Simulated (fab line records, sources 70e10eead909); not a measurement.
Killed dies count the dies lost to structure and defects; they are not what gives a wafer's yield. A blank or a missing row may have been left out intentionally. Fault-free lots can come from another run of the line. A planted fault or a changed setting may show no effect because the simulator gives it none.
Chamber matching ; flow nandHarc ; 3 sister chambers for NHARC_A_ONON_D1_DEP_33 on pecvd-01
The step deposits SiO2, target thk 200 nm. 3 wafers are shown with their chamber, then 8 later ones without.

WAFERS WITH THEIR CHAMBER
wafer;chamber;throttleValvePct (%)
L555.6;2;16.9
L560.6;1;17.1
L561.2;0;15.5

WAFERS MISSING THEIR CHAMBER
wafer;throttleValvePct (%)
L561.4;15.6
L561.5;15.9
L564.4;15.8
L564.5;17.0
L564.6;16.2
L565.1;17.3
L565.2;15.4
L565.4;17.0

CHAMBER TAKEN BY EACH
wafer;from the rows above;in truth
L561.4;0;0
L561.5;can't be placed: 0 or 2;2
L564.4;0;0
L564.5;can't be placed: 1 or 2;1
L564.6;can't be placed: 0 or 2 or 1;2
L565.1;can't be placed: 1 or 2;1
L565.2;0;0
L565.4;can't be placed: 1 or 2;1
Correct placement for 3 of the 8. These rows do not allow placing 5 (true chamber among the candidates in 5). Placed wrongly: 0.
How it was worked out, from the rows above alone: a wafer's distance from a chamber is the root of the sum, over the readings, of the square of ((its reading less the chamber's mean) divided by the reading's scatter). The wafer belongs to the nearest chamber; if the next one is less than 2 further off, it can't be placed. A chamber's mean is the mean of its shown wafers. The scatter: with one shown wafer a chamber, the root of the mean of the squares of how far each hidden wafer lies from its nearest shown one.
